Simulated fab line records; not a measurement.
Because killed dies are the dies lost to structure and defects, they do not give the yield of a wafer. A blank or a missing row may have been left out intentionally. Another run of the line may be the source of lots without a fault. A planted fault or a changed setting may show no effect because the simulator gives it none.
What tool caused it? / flow n5-finfet / 26 wafers from 9 lots sampled at 5 of the route's 1938 steps

WHAT THE GAUGES READ, wafer by wafer
N5_MOL_CONTACT_COAG_THK_MEAS_29. Usual: MD_CAP_THK 17.91 nm, standard deviation 0.1.
lot=L414; measured=day 5 03:55; on=film-metro-01; MD_CAP_THK (nm)=17.91 17.91 17.86; flag=
lot=L415; measured=day 5 13:04; on=film-metro-01; MD_CAP_THK (nm)=18.09 17.92 17.81; flag=
lot=L416; measured=day 5 19:20; on=film-metro-01; MD_CAP_THK (nm)=17.88 17.94 17.84; flag=
lot=L417; measured=day 5 23:00; on=film-metro-02; MD_CAP_THK (nm)=17.83 17.95 17.98; flag=
lot=L425; measured=day 8 00:23; on=film-metro-02; MD_CAP_THK (nm)=17.94 17.97; flag=
lot=L432; measured=day 9 14:34; on=film-metro-02; MD_CAP_THK (nm)=17.83 17.91 17.86; flag=
lot=L433; measured=day 9 23:07; on=film-metro-02; MD_CAP_THK (nm)=18.00 17.82 17.88; flag=
lot=L434; measured=day 10 08:17; on=film-metro-02; MD_CAP_THK (nm)=17.88 17.96 17.87; flag=
lot=L436; measured=day 10 20:21; on=film-metro-02; MD_CAP_THK (nm)=17.83 17.93 18.02; flag=

N5_BEOL_M4_RC_MEAS_101. Usual: DIBL_N 35.4 mV/V, standard deviation 2.1; DIBL_P 34.8 mV/V, standard deviation 2.6; IOFF_N 0.15 nA/um, standard deviation 0.037; IOFF_P 0.19 nA/um, standard deviation 0.037; ION_N 677 uA/um, standard deviation 16; ION_P 462 uA/um, standard deviation 9.3; SS_N 71.4 mV/dec, standard deviation 0.75; SS_P 72.9 mV/dec, standard deviation 0.77; VT_N 250 mV, standard deviation 3.7; VT_P -251 mV, standard deviation 3.5.
lot=L414; measured=day 8 15:29; on=prober-01; DIBL_N (mV/V)=35.6 39.3 37.9; DIBL_P (mV/V)=34.3 38.9 37.1; IOFF_N (nA/um)=0.13 0.22 0.19; IOFF_P (nA/um)=0.14 0.20 0.18; ION_N (uA/um)=654 684 686; ION_P (uA/um)=441 455 455; SS_N (mV/dec)=71.5 73.0 72.5; SS_P (mV/dec)=72.4 73.8 73.3; VT_N (mV)=255 247 249; VT_P (mV)=-257 -256 -254; flag=
lot=L415; measured=day 8 15:54; on=prober-02; DIBL_N (mV/V)=34.8 35.0 33.1; DIBL_P (mV/V)=32.0 32.7 30.1; IOFF_N (nA/um)=0.13 0.14 0.11; IOFF_P (nA/um)=0.19 0.20 0.17; ION_N (uA/um)=679 682 672; ION_P (uA/um)=472 478 470; SS_N (mV/dec)=70.9 71.0 70.0; SS_P (mV/dec)=72.6 72.5 72.6; VT_N (mV)=250 249 253; VT_P (mV)=-248 -250 -251; flag=
lot=L416; measured=day 9 05:58; on=prober-01; DIBL_N (mV/V)=35.3 36.9 31.4; DIBL_P (mV/V)=35.4 36.0 29.3; IOFF_N (nA/um)=0.15 0.16 0.09; IOFF_P (nA/um)=0.19 0.18 0.12; ION_N (uA/um)=690 677 657; ION_P (uA/um)=464 453 449; SS_N (mV/dec)=71.8 71.4 70.0; SS_P (mV/dec)=73.3 72.7 71.3; VT_N (mV)=245 250 256; VT_P (mV)=-253 -255 -259; flag=
lot=L417; measured=day 9 06:27; on=prober-02; DIBL_N (mV/V)=34.7 31.1 35.3; DIBL_P (mV/V)=35.4 31.0 35.7; IOFF_N (nA/um)=0.15 0.09 0.14; IOFF_P (nA/um)=0.18 0.13 0.19; ION_N (uA/um)=697 665 679; ION_P (uA/um)=463 461 464; SS_N (mV/dec)=70.7 70.3 71.1; SS_P (mV/dec)=72.6 71.1 72.5; VT_N (mV)=249 256 249; VT_P (mV)=-256 -256 -252; flag=
lot=L425; measured=day 11 11:31; on=prober-02; DIBL_N (mV/V)=34.3 32.7; DIBL_P (mV/V)=34.2 31.6; IOFF_N (nA/um)=0.13 0.11; IOFF_P (nA/um)=0.17 0.14; ION_N (uA/um)=660 669; ION_P (uA/um)=454 457; SS_N (mV/dec)=71.3 70.9; SS_P (mV/dec)=71.9 72.1; VT_N (mV)=251 253; VT_P (mV)=-253 -254; flag=
lot=L432; measured=day 12 19:44; on=prober-01; DIBL_N (mV/V)=33.2 36.7 34.9; DIBL_P (mV/V)=32.4 37.0 35.9; IOFF_N (nA/um)=0.11 0.16 0.14; IOFF_P (nA/um)=0.15 0.20 0.20; ION_N (uA/um)=670 692 669; ION_P (uA/um)=451 469 463; SS_N (mV/dec)=70.2 71.6 70.1; SS_P (mV/dec)=72.3 73.0 73.3; VT_N (mV)=255 251 251; VT_P (mV)=-254 -251 -251; flag=
lot=L433; measured=day 12 22:39; on=prober-01; DIBL_N (mV/V)=36.2 37.5 37.8; DIBL_P (mV/V)=36.9 38.8 38.8; IOFF_N (nA/um)=0.18 0.21 0.20; IOFF_P (nA/um)=0.22 0.25 0.24; ION_N (uA/um)=694 697 696; ION_P (uA/um)=472 472 471; SS_N (mV/dec)=72.3 72.2 72.2; SS_P (mV/dec)=72.9 73.3 73.0; VT_N (mV)=247 246 245; VT_P (mV)=-249 -249 -245; flag=
lot=L434; measured=day 13 15:20; on=prober-01; DIBL_N (mV/V)=35.9 39.2 35.8; DIBL_P (mV/V)=34.1 39.1 33.8; IOFF_N (nA/um)=0.13 0.20 0.13; IOFF_P (nA/um)=0.15 0.22 0.14; ION_N (uA/um)=656 709 668; ION_P (uA/um)=449 469 445; SS_N (mV/dec)=71.6 72.2 71.5; SS_P (mV/dec)=72.8 74.6 73.2; VT_N (mV)=255 245 254; VT_P (mV)=-254 -253 -261; flag=
lot=L436; measured=day 14 15:19; on=prober-01; DIBL_N (mV/V)=35.5 32.7 35.4; DIBL_P (mV/V)=35.0 31.9 36.6; IOFF_N (nA/um)=0.15 0.11 0.16; IOFF_P (nA/um)=0.23 0.18 0.25; ION_N (uA/um)=676 672 688; ION_P (uA/um)=468 472 474; SS_N (mV/dec)=71.7 70.3 71.5; SS_P (mV/dec)=73.1 71.7 72.9; VT_N (mV)=254 254 249; VT_P (mV)=-243 -247 -244; flag=

EACH LOT AND THE TOOL THAT RAN IT (in order: tool; ch and the chambers of the sampled wafers; start)
lot=L414; N5_MOL_CONTACT_COAG_ETCH_90=rie-diel-03 ch 0,2,3, day 5 08:26; N5_MOL_CONTACT_COAG_ALD_131=ald-sin-04 ch 0,3, day 5 08:41; N5_MOL_CONTACT_COAG_VIA_ETCH_46=rie-diel-05 ch 0,1,3, day 5 09:01
lot=L415; N5_MOL_CONTACT_COAG_ETCH_90=rie-diel-03 ch 0,1, day 5 14:31; N5_MOL_CONTACT_COAG_ALD_131=ald-sin-04 ch 1,2, day 5 14:36; N5_MOL_CONTACT_COAG_VIA_ETCH_46=rie-diel-05 ch 0,1, day 5 15:02
lot=L416; N5_MOL_CONTACT_COAG_ETCH_90=rie-diel-03 ch 0,2,3, day 5 20:40; N5_MOL_CONTACT_COAG_ALD_131=ald-sin-03 ch 0,2,3, day 5 20:45; N5_MOL_CONTACT_COAG_VIA_ETCH_46=rie-diel-01 ch 0,1,3, day 5 21:05
lot=L417; N5_MOL_CONTACT_COAG_ETCH_90=rie-diel-01 ch 0,1, day 6 00:14; N5_MOL_CONTACT_COAG_ALD_131=ald-sin-04 ch 0,2, day 6 00:29; N5_MOL_CONTACT_COAG_VIA_ETCH_46=rie-diel-03 ch 0,1,3, day 6 00:49
lot=L425; N5_MOL_CONTACT_COAG_ETCH_90=rie-diel-01 ch 2, day 8 02:17; N5_MOL_CONTACT_COAG_ALD_131=ald-sin-01 ch 0,3, day 8 02:22; N5_MOL_CONTACT_COAG_VIA_ETCH_46=rie-diel-03 ch 3, day 8 02:46
lot=L432; N5_MOL_CONTACT_COAG_ETCH_90=rie-diel-03 ch 0,2,3, day 9 16:39; N5_MOL_CONTACT_COAG_ALD_131=ald-sin-04 ch 0,1,2, day 9 16:52; N5_MOL_CONTACT_COAG_VIA_ETCH_46=rie-diel-01 ch 0,3, day 9 17:12
lot=L433; N5_MOL_CONTACT_COAG_ETCH_90=rie-diel-03 ch 0,1, day 10 00:26; N5_MOL_CONTACT_COAG_ALD_131=ald-sin-04 ch 2,3, day 10 00:31; N5_MOL_CONTACT_COAG_VIA_ETCH_46=rie-diel-05 ch 0,3, day 10 00:53
lot=L434; N5_MOL_CONTACT_COAG_ETCH_90=rie-diel-01 ch 1,2,3, day 10 09:43; N5_MOL_CONTACT_COAG_ALD_131=ald-sin-04 ch 0,2,3, day 10 09:48; N5_MOL_CONTACT_COAG_VIA_ETCH_46=rie-diel-03 ch 0,1,3, day 10 10:08
lot=L436; N5_MOL_CONTACT_COAG_ETCH_90=rie-diel-01 ch 0,1,3, day 10 21:32; N5_MOL_CONTACT_COAG_ALD_131=ald-sin-04 ch 0,2,3, day 10 21:37; N5_MOL_CONTACT_COAG_VIA_ETCH_46=rie-diel-03 ch 1,2,3, day 10 22:05
- N5_MOL_CONTACT_COAG_ETCH_90: etches SiARC in CF4, target depth 13 nm, time 21.7 s.
- N5_MOL_CONTACT_COAG_ALD_131: deposits SiO2, target thk 5 nm, pulse time 1 s, co reactant pulse time 1 s.
- N5_MOL_CONTACT_COAG_VIA_ETCH_46: etches SiO2 in C4F6/O2, target depth 46 nm, overetch 9.2 nm, time 40 s.

WHAT THE TOOLS THEMSELVES READ (means of the sampled wafers that have a number; where no wafer has one, the mark that the record gives instead)
N5_MOL_CONTACT_COAG_ETCH_90. Usual: value, then standard deviation, for each; drypump-motor-current-A 5.7 A / 0.35; etch-rf-on-time-s 21.1 s / 0.62; oes-product-au 0.70 a.u. / 0.082; rf-fwd-power-W 531.3 W / 1.6; rf-vpp-V 184.3 V / 1.2; showerhead-plenum-p-Torr 2.16 Torr / 0.069; throttle-valve-pct 15.65 % / 0.23.
lot=L414; tool=rie-diel-03; drypump-motor-current-A (A)=5.6; etch-rf-on-time-s (s)=21.1; oes-product-au (a.u.)=0.68; rf-fwd-power-W (W)=531.8; rf-vpp-V (V)=184.2; showerhead-plenum-p-Torr (Torr)=2.16; throttle-valve-pct (%)=15.66; flag=
lot=L415; tool=rie-diel-03; drypump-motor-current-A (A)=5.5; etch-rf-on-time-s (s)=20.9; oes-product-au (a.u.)=0.63; rf-fwd-power-W (W)=531.2; rf-vpp-V (V)=184.1; showerhead-plenum-p-Torr (Torr)=2.16; throttle-valve-pct (%)=15.93; flag=
lot=L416; tool=rie-diel-03; drypump-motor-current-A (A)=5.6; etch-rf-on-time-s (s)=21.0; oes-product-au (a.u.)=0.68; rf-fwd-power-W (W)=533.2; rf-vpp-V (V)=184.3; showerhead-plenum-p-Torr (Torr)=2.16; throttle-valve-pct (%)=15.66; flag=
lot=L417; tool=rie-diel-01; drypump-motor-current-A (A)=6.1; etch-rf-on-time-s (s)=21.2; oes-product-au (a.u.)=0.71; rf-fwd-power-W (W)=527.8; rf-vpp-V (V)=184.6; showerhead-plenum-p-Torr (Torr)=2.20; throttle-valve-pct (%)=15.61; flag=
lot=L425; tool=rie-diel-01; drypump-motor-current-A (A)=6.2; etch-rf-on-time-s (s)=17.6; oes-product-au (a.u.)=0.94; rf-fwd-power-W (W)=532.1; rf-vpp-V (V)=184.6; showerhead-plenum-p-Torr (Torr)=2.20; throttle-valve-pct (%)=15.53; flag=OFF
lot=L432; tool=rie-diel-03; drypump-motor-current-A (A)=5.6; etch-rf-on-time-s (s)=21.0; oes-product-au (a.u.)=0.65; rf-fwd-power-W (W)=532.6; rf-vpp-V (V)=184.8; showerhead-plenum-p-Torr (Torr)=2.14; throttle-valve-pct (%)=15.72; flag=
lot=L433; tool=rie-diel-03; drypump-motor-current-A (A)=5.5; etch-rf-on-time-s (s)=21.2; oes-product-au (a.u.)=0.60; rf-fwd-power-W (W)=531.8; rf-vpp-V (V)=183.4; showerhead-plenum-p-Torr (Torr)=2.15; throttle-valve-pct (%)=16.01; flag=
lot=L434; tool=rie-diel-01; drypump-motor-current-A (A)=5.7; etch-rf-on-time-s (s)=21.4; oes-product-au (a.u.)=0.75; rf-fwd-power-W (W)=531.0; rf-vpp-V (V)=185.2; showerhead-plenum-p-Torr (Torr)=2.22; throttle-valve-pct (%)=15.45; flag=
lot=L436; tool=rie-diel-01; drypump-motor-current-A (A)=5.7; etch-rf-on-time-s (s)=21.5; oes-product-au (a.u.)=0.70; rf-fwd-power-W (W)=529.7; rf-vpp-V (V)=185.3; showerhead-plenum-p-Torr (Torr)=2.21; throttle-valve-pct (%)=15.53; flag=

N5_MOL_CONTACT_COAG_ALD_131. Usual: heater-power-w 77 W, standard deviation 4.2; precursor-pulse-height-rel 0.999, standard deviation 0.022.
lot=L414; tool=ald-sin-04; heater-power-w (W)=77; precursor-pulse-height-rel=1.007; flag=
lot=L415; tool=ald-sin-04; heater-power-w (W)=78; precursor-pulse-height-rel=0.989; flag=
lot=L416; tool=ald-sin-03; heater-power-w (W)=77; precursor-pulse-height-rel=0.966; flag=
lot=L417; tool=ald-sin-04; heater-power-w (W)=79; precursor-pulse-height-rel=0.976; flag=
lot=L425; tool=ald-sin-01; heater-power-w (W)=77; precursor-pulse-height-rel=1.000; flag=
lot=L432; tool=ald-sin-04; heater-power-w (W)=80; precursor-pulse-height-rel=0.993; flag=
lot=L433; tool=ald-sin-04; heater-power-w (W)=77; precursor-pulse-height-rel=1.011; flag=
lot=L434; tool=ald-sin-04; heater-power-w (W)=79; precursor-pulse-height-rel=0.984; flag=
lot=L436; tool=ald-sin-04; heater-power-w (W)=78; precursor-pulse-height-rel=0.988; flag=

N5_MOL_CONTACT_COAG_VIA_ETCH_46. Usual: value, then standard deviation, for each; drypump-motor-current-A 5.66 A / 0.3; oes_ar_750_au 0.79 a.u. / 0.087; oes-product-au 0.70 a.u. / 0.076; rf-fwd-power-W 322.4 W / 1.1; rf-vpp-V 1582 V / 27; showerhead-plenum-p-Torr 2.84 Torr / 0.1; throttle-valve-pct 41.0 % / 0.42.
lot=L414; tool=rie-diel-05; drypump-motor-current-A (A)=5.64; oes_ar_750_au (a.u.)=0.78; oes-product-au (a.u.)=0.70; rf-fwd-power-W (W)=322.4; rf-vpp-V (V)=1580; showerhead-plenum-p-Torr (Torr)=2.83; throttle-valve-pct (%)=40.9; flag=
lot=L415; tool=rie-diel-05; drypump-motor-current-A (A)=5.83; oes_ar_750_au (a.u.)=0.84; oes-product-au (a.u.)=0.75; rf-fwd-power-W (W)=321.8; rf-vpp-V (V)=1577; showerhead-plenum-p-Torr (Torr)=2.88; throttle-valve-pct (%)=40.8; flag=
lot=L416; tool=rie-diel-01; drypump-motor-current-A (A)=5.76; oes_ar_750_au (a.u.)=0.78; oes-product-au (a.u.)=0.69; rf-fwd-power-W (W)=321.7; rf-vpp-V (V)=1580; showerhead-plenum-p-Torr (Torr)=2.85; throttle-valve-pct (%)=40.9; flag=
lot=L417; tool=rie-diel-03; drypump-motor-current-A (A)=5.51; oes_ar_750_au (a.u.)=0.78; oes-product-au (a.u.)=0.68; rf-fwd-power-W (W)=321.9; rf-vpp-V (V)=1595; showerhead-plenum-p-Torr (Torr)=2.85; throttle-valve-pct (%)=41.2; flag=
lot=L425; tool=rie-diel-03; drypump-motor-current-A (A)=5.60; oes_ar_750_au (a.u.)=0.85; oes-product-au (a.u.)=0.75; rf-fwd-power-W (W)=323.8; rf-vpp-V (V)=1558; showerhead-plenum-p-Torr (Torr)=2.90; throttle-valve-pct (%)=41.5; flag=
lot=L432; tool=rie-diel-01; drypump-motor-current-A (A)=5.86; oes_ar_750_au (a.u.)=0.85; oes-product-au (a.u.)=0.74; rf-fwd-power-W (W)=323.6; rf-vpp-V (V)=1573; showerhead-plenum-p-Torr (Torr)=2.92; throttle-valve-pct (%)=40.9; flag=
lot=L433; tool=rie-diel-05; drypump-motor-current-A (A)=5.62; oes_ar_750_au (a.u.)=0.79; oes-product-au (a.u.)=0.70; rf-fwd-power-W (W)=322.4; rf-vpp-V (V)=1579; showerhead-plenum-p-Torr (Torr)=2.77; throttle-valve-pct (%)=40.2; flag=
lot=L434; tool=rie-diel-03; drypump-motor-current-A (A)=5.51; oes_ar_750_au (a.u.)=0.74; oes-product-au (a.u.)=0.66; rf-fwd-power-W (W)=322.1; rf-vpp-V (V)=1592; showerhead-plenum-p-Torr (Torr)=2.83; throttle-valve-pct (%)=41.2; flag=
lot=L436; tool=rie-diel-03; drypump-motor-current-A (A)=5.60; oes_ar_750_au (a.u.)=0.75; oes-product-au (a.u.)=0.66; rf-fwd-power-W (W)=321.8; rf-vpp-V (V)=1566; showerhead-plenum-p-Torr (Torr)=2.77; throttle-valve-pct (%)=41.2; flag=

THE ANSWER, worked out from the rows above alone
Rule: take the mean of a lot's wafers that have a number; if it is more than 3 standard deviations from the usual mean, the lot is off. Also off: a lot with no number at a reading for which 4 or more lots have one. Where the step has rows for the other lots, those lots are counted as sound. After the gauges, taken in route order, come the tools' own readings; for these a lot's mean is taken, as printed above. At the first step where some lot is off, the reading lying furthest off is the one used; lots without a number count as furthest.
Off, at N5_MOL_CONTACT_COAG_ETCH_90 on etch-rf-on-time-s: L425.
If a tool, at that step or one of the process steps before it, ran each lot that is off and ran no sound lot following the first of them, it fits. Of those tried, none fits.

WHAT HAD BEEN PUT IN BY THE SIMULATOR
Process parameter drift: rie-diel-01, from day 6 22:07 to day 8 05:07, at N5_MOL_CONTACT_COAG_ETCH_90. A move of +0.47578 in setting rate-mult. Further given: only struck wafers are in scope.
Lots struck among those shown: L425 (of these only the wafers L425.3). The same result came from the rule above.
